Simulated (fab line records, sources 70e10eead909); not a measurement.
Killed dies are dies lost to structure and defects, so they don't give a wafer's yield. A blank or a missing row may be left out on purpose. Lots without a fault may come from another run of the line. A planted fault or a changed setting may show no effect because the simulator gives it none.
Chamber matching | flow nand_harc | NHARC_A_CHANNEL_FILL_D2_ALD_16 on ald_hk-02: 4 sister chambers
The step deposits SiO2, target thk 1.5 nm, pulse time 10 s, ald cycles 15. 4 wafers are shown with their chamber, then 7 later ones without.

WAFERS WITH THEIR CHAMBER
wafer  | chamber | heater_power_w (W)
L077.5 | 3       | 406
L087.4 | 2       | 497
L089.2 | 1       | 456
L089.4 | 0       | 448

WAFERS WITHOUT THEIR CHAMBER
wafer  | heater_power_w (W)
L089.6 | 453
L091.1 | 393
L091.2 | 462
L091.6 | 486
L096.1 | 388
L096.3 | 462
L096.6 | 500

WHICH CHAMBER EACH WENT THROUGH
wafer  | from the rows above     | in truth
L089.6 | can't be placed: 1 or 0 | 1
L091.1 | 3                       | 3
L091.2 | can't be placed: 1 or 0 | 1
L091.6 | can't be placed: 2 or 1 | 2
L096.1 | 3                       | 3
L096.3 | can't be placed: 1 or 0 | 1
L096.6 | 2                       | 2
Placed correctly: 3 of 7. Can't be placed from these rows: 4 (the true chamber is among the candidates in 4). Placed wrongly: 0.
How it was worked out, from the rows above alone: a wafer's distance from a chamber is the root of the sum, over the readings, of the square of ((its reading less the chamber's mean) divided by the reading's scatter). The wafer belongs to the nearest chamber; if the next one is less than 2 further off, it can't be placed. A chamber's mean is the mean of its shown wafers. The scatter: with one shown wafer a chamber, the root of the mean of the squares of how far each hidden wafer lies from its nearest shown one.
